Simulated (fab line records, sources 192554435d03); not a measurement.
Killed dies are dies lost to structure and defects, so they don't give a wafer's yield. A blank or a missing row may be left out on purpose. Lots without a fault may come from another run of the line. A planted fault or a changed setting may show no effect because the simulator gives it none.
fab line records | flow n5_finfet
record lots=13 wafers=37 last_day=19
route steps=1938 shown BEOL_M14@1765 BEOL_M15@1787 MIM_TOP_LITHO@1847 PASSIVATION@1936
lots that met no fault: from a run of the same line without faults
start_h: hours from the record's first day to the start of the lot's first wafer shown | wait_h: hours since the lot's step before | " the same as in the row above | L1.1+2: a row that stands for several wafers | - no value, or no start given | * or withheld: withheld | < > ~ a bound
route shown NAME@n: a module of which the file shows steps, and the number in the route of the first | usual: mean/standard deviation of fault-free wafers | same: alike in all rows | chamber/n: place in a boat | sites: the reading at each site | _std_site: their standard deviation | _edge_site: outer sites' mean less inner sites' | radius_mm: how far each site lies from the wafer's centre | mask NAME#n: copy n | behind: the tool/chamber that last shaped the wafer | hold: why the lot was held/for how many hours/how that ended | device: the transistor (n, p or np) that didn't switch | end of line: the same wafers' tests at the end of the route | a step without rows: its recipe alone | killed: dies lost to structure and defects at the first sort, not the wafer's yield | map: a wafer's dies, x killed, . not, _ none there
set.NAME: the setting as run; set.NAME@STEP: as run at that earlier step | model.NAME: the simulator's own value behind a step, which no gauge read
steps of the route over a sample of lots; a table a step, a row a wafer
services: from which hour (start_h, from the record's first day; less than 0 if before it) a tool's chamber was out of use, for how many hours, and why
## steps
# step N5_BEOL_M14_ECD_47
# recipe material=Cu target_thk_a=12480
# columns lot.wafer tool chamber start_h wait_h
L356.1+3 ecd_cu-02 0 246.79 0.1
L357.1+2+5 ecd_cu-01 1,0,1 250.29 0.1
L359.1+2+5 ecd_cu-01 1,0,0 256.79 0.1
L364.1+2+5 ecd_cu-01 0,1,0 285.63 0.1
L365.1+4+6 ecd_cu-01 0 296.61 0.1
L367.2+5 ecd_cu-02 0,1 299.04 0.1
L366.4+5+6 ecd_cu-01 0,1,0 299.70 0.1
L372.1+2+5 ecd_cu-02 0,1,0 366.51 0.1
L375.3+5+6 ecd_cu-02 0,1,0 397.88 0.1
L376.1+4+5 ecd_cu-01 0 406.91 0.1
L378.2+5+6 ecd_cu-02 1,1,0 411.62 0.1
L379.1+3+6 ecd_cu-01 0 439.08 0.1
L377.2+3+6 ecd_cu-01 1,0,1 443.67 0.1
# step N5_BEOL_M15_ETCH_59
# recipe chemistry=N2/H2 target=BARC target_depth_a=890 overetch_a=267 time_s=67.9 ion_energy_ev=200 pressure_mtorr=30 source_w=840 bias_w=150 n2_flow_sccm=200 h2_flow_sccm=200
# usual drypump_motor_current_A=5.6/0.51 oes_product_au=0.66/0.059 rf_vpp_V=524.2/1.9 showerhead_plenum_p_Torr=2.55/0.06 throttle_valve_pct=17.95/0.21
# columns lot.wafer tool chamber start_h wait_h drypump_motor_current_A oes_product_au rf_hours_counter_h rf_vpp_V showerhead_plenum_p_Torr throttle_valve_pct
L356.1 rie_diel-06 2 248.46 0.0 5.8 0.63 182 524.2 2.52 18.22
L356.3 " 1 " " 5.5 0.63 194 525.2 2.63 18.10
L357.1 rie_diel-04 1 251.94 0.0 6.1 0.63 190 526.0 2.64 17.92
L357.2 " 3 " " 5.3 0.69 74 525.6 2.57 17.80
L357.5 " 2 " " 5.0 0.70 - 521.2 2.45 17.95
L359.1 rie_diel-04 1 258.66 0.0 6.1 0.63 192 526.8 2.64 17.92
L359.2 " 0 " " 5.1 0.66 117 525.1 2.55 17.81
L359.5 " 3 " " 5.3 0.69 - 524.6 2.57 17.81
L364.1 rie_diel-04 0 287.44 0.0 5.1 0.64 124 524.8 2.54 17.80
L364.2 " 1 " " 6.2 0.62 199 526.7 2.63 17.95
L364.5 " 2 " " 5.0 0.70 - 521.1 2.44 17.98
L365.1 rie_diel-02 0 298.26 0.0 5.3 0.59 238 520.7 2.51 18.34
L365.4 " 1 " " 5.7 0.65 175 524.4 2.54 18.00
L365.6 " 1 " " 5.7 0.65 - 524.5 2.54 17.99
L367.2 rie_diel-02 0 300.81 0.0 5.3 0.58 239 524.2 2.51 18.35
L367.5 " 3 " " 5.0 0.62 - 525.8 2.65 17.89
L366.4 rie_diel-04 1 301.46 0.0 6.1 0.63 203 525.8 2.63 17.96
L366.5 " 1 " " 6.1 0.62 - 526.1 2.63 17.94
L366.6 " 0 " " 5.2 0.65 - 525.6 2.54 17.82
L372.1 rie_diel-04 3 368.77 0.0 5.3 0.67 105 525.7 2.56 17.86
L372.2 " 2 " " 5.0 0.68 128 519.8 2.43 18.00
L372.5 " 2 " " 5.0 0.68 - 520.8 2.43 18.01
L375.3 rie_diel-02 3 399.69 0.0 4.9 0.61 228 526.4 2.64 17.96
L375.5 " 3 " " 5.0 0.61 - 525.4 2.64 17.94
L375.6 " 2 " " 6.4 0.71 - 524.8 2.58 17.84
L376.1 rie_diel-06 3 408.68 0.0 6.3 0.70 67 521.6 2.49 17.93
L376.4 " 1 " " 5.5 0.61 235 526.2 2.61 18.17
L376.5 " 1 " " 5.5 0.60 - 525.0 2.61 18.18
L378.2 rie_diel-02 0 413.99 0.0 5.3 0.80 12 521.9 2.50 17.91
L378.5 " 2 " " 6.4 0.71 - 523.8 2.57 17.85
L378.6 " 3 " " 5.0 0.60 - 526.6 2.64 17.96
L379.1 rie_diel-04 0 440.86 0.0 5.1 0.62 163 524.1 2.53 17.87
L379.3 " 3 " " 5.3 0.65 118 524.7 2.56 17.88
L379.6 " 0 " " 5.1 0.62 - 523.3 2.53 17.88
L377.2 rie_diel-04 2 445.32 0.0 5.0 0.67 148 521.6 2.43 18.04
L377.3 " 0 " " 5.1 0.62 163 524.6 2.53 17.87
L377.6 " 3 " " 5.3 0.66 - 523.1 2.55 17.88
# step N5_MIM_TOP_LITHO_CD_MEAS_08
# recipe target_cd_nm=2000 landing_energy_ev=500 detector=se_inlens
# usual cd_nm=1998.8/1.7
# columns lot.wafer tool chamber start_h wait_h cd_nm
L356.1 cd_sem-02 0 255.78 - 2003.1
L356.3 " 0 " " 2000.3
L357.1 cd_sem-03 0 261.22 - 2000.6
L357.2 " 0 " " 1999.5
L357.5 " 0 " " 1998.4
L359.1 cd_sem-01 0 269.47 - 1998.6
L359.2 " 0 " " 2000.0
L359.5 " 0 " " 2002.0
L364.1 cd_sem-02 0 295.97 - 1998.3
L364.2 " 0 " " 2000.4
L364.5 " 0 " " 1998.8
L367.2 cd_sem-03 0 307.97 - 1997.1
L367.5 " 0 " " 1999.4
L365.1 cd_sem-01 0 308.18 - 2000.5
L365.4 " 0 " " 2000.1
L365.6 " 0 " " 1998.7
L366.4 cd_sem-03 0 312.54 - 1999.0
L366.5 " 0 " " 1999.3
L366.6 " 0 " " 1997.9
L372.1 cd_sem-01 0 385.59 - 2001.2
L372.2 " 0 " " 1997.6
L372.5 " 0 " " 1999.8
L375.3 cd_sem-02 0 411.06 - 1996.7
L375.5 " 0 " " 1998.7
L375.6 " 0 " " 1996.5
L376.1 cd_sem-03 0 420.63 - 1997.8
L376.4 " 0 " " 2000.0
L376.5 " 0 " " 1996.8
L378.2 cd_sem-03 0 426.00 - 1999.8
L378.5 " 0 " " 1997.4
L378.6 " 0 " " 1998.8
L379.1 cd_sem-02 0 449.67 - 1996.9
L379.3 " 0 " " 2000.5
L379.6 " 0 " " 1998.8
L377.2 cd_sem-03 0 455.00 - 1999.3
L377.3 " 0 " " 1998.5
L377.6 " 0 " " 1996.9
# step N5_PASSIVATION_PROBE_49
# usual defect_limited_yield=91.3/1.7 killed_at_M0_to_M3=33/9.9 killed_at_M4_up=14/6.4 killed_at_contacts=12/7 killed_at_front_end=41/13 killed_at_other=3.1/2.9 killed_dies=103/20 killed_on_rim=13/4 killed_open=67/14 killed_short=34/9.4 sort_bin_5_function=5.1/1.1 sort_bin_6_memory=3.2/0.79 sort_bin_8_speed=0.02/0.15 sort_n_pass=1077/21 sort_yield_pct=91.2/1.7
# same gross_dies=1180 killed_at_back_side=0 sort_bin_4_leakage[%]=0
# columns lot.wafer tool chamber start_h wait_h defect_limited_yield[%] killed_at_M0_to_M3 killed_at_M4_up killed_at_contacts killed_at_front_end killed_at_other killed_dies killed_on_rim killed_open killed_short sort_bin_5_function[%] sort_bin_6_memory[%] sort_bin_8_speed[%] sort_n_pass sort_yield_pct[%]
L356.1 prober-02 - 265.56 0.0 92.0 29 15 11 37 2 94 12 66 27 5.2 2.6 0 1086 92.0
L356.3 prober-02 - 265.66 0.1 90.7 31 16 34 29 0 110 14 72 37 5.6 3.3 0 1070 90.7
L357.1 prober-02 - 270.93 0.0 92.3 32 12 14 32 1 91 12 70 21 4.5 3.0 0 1089 92.3
L357.2 prober-02 - 270.98 0.1 89.9 64 5 7 42 1 119 17 74 45 5.8 3.9 0 1061 89.9
L357.5 prober-02 - 271.13 0.2 93.6 22 12 3 34 4 75 8 51 24 4.2 2.1 0 1105 93.6
L364.1 prober-01 - 304.99 0.0 90.7 27 16 6 55 6 110 12 58 48 5.9 2.9 0 1070 90.7
L364.2 prober-01 - 305.04 0.1 92.5 37 5 9 37 1 89 8 47 40 4.6 2.8 0 1091 92.5
L364.5 prober-01 - 305.19 0.2 91.9 27 8 6 49 6 96 14 54 40 5.2 2.7 0 1084 91.9
L367.2 prober-02 - 317.41 0.1 92.5 25 21 8 33 1 88 9 58 24 3.8 2.9 0 1092 92.5
L367.5 prober-02 - 317.56 0.2 92.3 19 11 14 43 4 91 15 48 30 3.7 3.1 0 1089 92.3
L365.1 prober-01 - 319.02 0.0 57.1 24 428 7 46 1 506 63 64 25 25.7 13.8 0 674 57.1
L365.4 prober-01 - 319.17 0.2 58.9 24 424 2 32 3 485 72 45 23 23.6 14.7 0 695 58.9
L365.6 prober-01 - 319.27 0.3 58.0 11 439 5 40 1 496 72 45 25 26.5 12.9 0 684 58.0
L366.4 prober-02 - 324.97 0.2 56.4 30 441 16 27 1 515 62 45 37 27.9 13.3 0 665 56.4
L366.5 prober-02 - 325.02 0.2 89.7 45 8 19 37 12 121 14 76 39 5.8 3.7 0 1059 89.7
L366.6 prober-02 - 325.07 0.3 59.3 19 418 10 30 3 480 62 45 19 25.4 12.6 0 700 59.3
# killed by level:class
L356.1 FIN_SAQP:geometric_particle:open=16 BEOL_M3:geometric_particle:open=9 MOL_CONTACT_COAG:geometric_particle:open=8 BEOL_M2:geometric_particle:open=6 BEOL_M4:geometric_particle:open=6 FIN_SAQP:geometric_particle:short=5 BEOL_M0_SAQP:geometric_particle:open=5 STI_FIN_REVEAL:geometric_particle:open=3
L356.3 MOL_CONTACT_COAG:geometric_particle:open=20 MOL_CONTACT_COAG:geometric_particle:short=14 BEOL_M3:geometric_particle:open=11 STI_FIN_REVEAL:geometric_particle:open=6 BEOL_M2:geometric_particle:open=6 FIN_SAQP:geometric_particle:open=5 BEOL_M4:geometric_particle:open=5 GATE_CUT:geometric_particle:short=4
L357.1 BEOL_M0_SAQP:geometric_particle:open=12 MOL_CONTACT_COAG:geometric_particle:open=9 STI_FIN_REVEAL:geometric_particle:open=7 FIN_SAQP:geometric_particle:open=5 MOL_CONTACT_COAG:geometric_particle:short=5 BEOL_M2:geometric_particle:open=5 DUMMY_GATE:geometric_particle:open=4 GATE_CUT:geometric_particle:open=4
L357.2 BEOL_M3:geometric_particle:open=20 FIN_SAQP:geometric_particle:short=14 BEOL_M0_SAQP:geometric_particle:short=13 FIN_SAQP:geometric_particle:open=11 BEOL_M0_SAQP:geometric_particle:open=11 MOL_CONTACT_COAG:geometric_particle:open=6 BEOL_M2:geometric_particle:open=6 BEOL_M3:geometric_particle:short=6
L357.5 FIN_SAQP:geometric_particle:short=7 BEOL_M3:geometric_particle:open=7 FIN_SAQP:geometric_particle:open=6 STI_FIN_REVEAL:geometric_particle:open=6 DUMMY_GATE:geometric_particle:open=5 BEOL_M0_SAQP:geometric_particle:open=5 BEOL_M2:geometric_particle:open=5 BEOL_M0_SAQP:geometric_particle:short=3
L364.1 FIN_SAQP:geometric_particle:short=19 FIN_SAQP:geometric_particle:open=7 STI_FIN_REVEAL:geometric_particle:open=6 BEOL_M0_SAQP:geometric_particle:open=6 BEOL_M4:geometric_particle:open=6 SPACER0:geometric_particle:open=5 MOL_CONTACT_COAG:geometric_particle:open=5 BEOL_M1:geometric_particle:open=5
L364.2 GATE_CUT:geometric_particle:short=10 BEOL_M0_SAQP:geometric_particle:open=7 BEOL_M3:geometric_particle:open=7 MOL_CONTACT_COAG:geometric_particle:open=6 BEOL_M1:geometric_particle:open=6 BEOL_M0_SAQP:geometric_particle:short=5 BEOL_M2:geometric_particle:open=5 BEOL_M1:geometric_particle:short=4
L364.5 STI_FIN_REVEAL:geometric_particle:open=16 FIN_SAQP:geometric_particle:short=13 MOL_CONTACT_COAG:geometric_particle:open=6 BEOL_M3:geometric_particle:open=6 BEOL_M4:geometric_particle:short=5 DUMMY_GATE:geometric_particle:open=4 BEOL_M0_SAQP:geometric_particle:open=4 BEOL_M1:geometric_particle:open=4
L367.2 BEOL_M4:geometric_particle:open=9 BEOL_M2:geometric_particle:open=8 FIN_SAQP:geometric_particle:open=7 MOL_CONTACT_COAG:geometric_particle:open=6 BEOL_M0_SAQP:geometric_particle:open=5 BEOL_M4:geometric_particle:short=5 HKMG_FIN:area_etch=5 FIN_SAQP:geometric_particle:short=4
L367.5 MOL_CONTACT_COAG:geometric_particle:open=12 HKMG_FIN:area_etch=9 FIN_SAQP:geometric_particle:short=6 BEOL_M0_SAQP:geometric_particle:short=6 BEOL_M4:geometric_particle:open=6 FIN_SAQP:geometric_particle:open=5 BEOL_M2:geometric_particle:open=5 DUMMY_GATE:geometric_particle:open=4
L365.1 BEOL_M14:unspecified=416 FIN_SAQP:geometric_particle:open=14 FIN_SAQP:geometric_particle:short=13 BEOL_M1:geometric_particle:open=9 MOL_CONTACT_COAG:geometric_particle:open=6 DUMMY_GATE:geometric_particle:open=4 STARTING-WAFER:geometric_particle:open=3 BEOL_M0_SAQP:geometric_particle:open=3
L365.4 BEOL_M14:unspecified=417 FIN_SAQP:geometric_particle:open=12 FIN_SAQP:geometric_particle:short=11 BEOL_M2:geometric_particle:open=6 BEOL_M3:geometric_particle:open=6 BEOL_M0_SAQP:geometric_particle:open=5 GATE_CUT:geometric_particle:short=3 STI_FIN_REVEAL:geometric_particle:open=2
L365.6 BEOL_M14:unspecified=426 FIN_SAQP:geometric_particle:open=14 FIN_SAQP:geometric_particle:short=10 STI_FIN_REVEAL:geometric_particle:open=4 GATE_CUT:geometric_particle:short=4 MOL_CONTACT_COAG:geometric_particle:open=4 BEOL_M4:geometric_particle:open=4 BEOL_M5:geometric_particle:open=4
L366.4 BEOL_M14:unspecified=433 MOL_CONTACT_COAG:geometric_particle:open=12 BEOL_M0_SAQP:geometric_particle:short=10 BEOL_M2:geometric_particle:open=7 FIN_SAQP:geometric_particle:open=6 FIN_SAQP:geometric_particle:short=6 BEOL_M0_SAQP:geometric_particle:open=6 GATE_CUT:geometric_particle:short=5
L366.5 MOL_CONTACT_COAG:geometric_particle:open=17 BEOL_M0_SAQP:geometric_particle:open=10 FIN_SAQP:geometric_particle:short=9 BEOL_M1:geometric_particle:open=9 BEOL_M2:geometric_particle:open=8 BEOL_M0_SAQP:geometric_particle:short=6 PASS1_DEP:geometric_particle:open=6 HKMG_FIN:area_etch=6
L366.6 BEOL_M14:unspecified=413 FIN_SAQP:geometric_particle:open=8 MOL_CONTACT_COAG:geometric_particle:open=8 BEOL_M2:geometric_particle:open=6 BEOL_M3:geometric_particle:open=4 FIN_SAQP:geometric_particle:short=3 DUMMY_GATE:geometric_particle:open=3 GATE_CUT:geometric_particle:open=3
## services
# columns tool chamber start_h hours kind
rie_diel-06 3 235.37 2.3 repair
rie_diel-06 0 244.91 - clean
rie_diel-06 0 244.91 - consumable_replace:focus_ring
rie_diel-06 0 244.91 17.9 scheduled_down
ecd_cu-02 - 247.15 4.4 pm
rie_diel-06 1 295.74 3.9 repair
rie_diel-06 1 303.97 8.4 repair
rie_diel-06 0 337.93 3.2 repair
rie_diel-04 3 342.35 3.4 repair
rie_diel-02 0 344.87 - clean
rie_diel-02 0 344.87 - consumable_replace:focus_ring
rie_diel-02 0 344.87 15.9 scheduled_down
rie_diel-02 0 344.87 15.9 vent_cycle
rie_diel-02 3 347.28 2.8 repair
rie_diel-04 0 359.94 1.7 repair
ecd_cu-02 - 385.15 1.0 repair
rie_diel-04 3 395.94 23.0 repair
rie_diel-04 - 403.75 0.9 repair
ecd_cu-02 - 406.26 3.6 repair
rie_diel-04 0 409.11 3.8 repair
rie_diel-04 - 413.19 2.8 pm
rie_diel-04 2 426.35 1.6 repair
rie_diel-06 - 432.98 2.1 repair
rie_diel-02 2 440.36 18.8 repair
## key
first_sign step=N5_PASSIVATION_PROBE_49 reading=killed_at_M4_up direction=up sigmas=65 usual=14 struck=430
effect step=N5_PASSIVATION_PROBE_49 reading=defect_limited_yield direction=down sigmas=19 usual=91.3 struck=57.9
more_kills_born_at N5_BEOL_M14_ECD_47@ecd_cu-01=2105
met_at N5_BEOL_M14_ECD_47
struck_lots L365,L366
struck_wafers L365.1,L365.4,L365.6,L366.4,L366.6
not_acting_at N5_BEOL_M15_ETCH_59,N5_MIM_TOP_LITHO_CD_MEAS_08
onset_between 285.63 296.61
fault kind=chamber_particle_source tool=ecd_cu-01 chamber=0 onset_h=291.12 steps=N5_BEOL_M14_ECD_47 rate_per_visit_cm2=0.89189 end_h=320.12
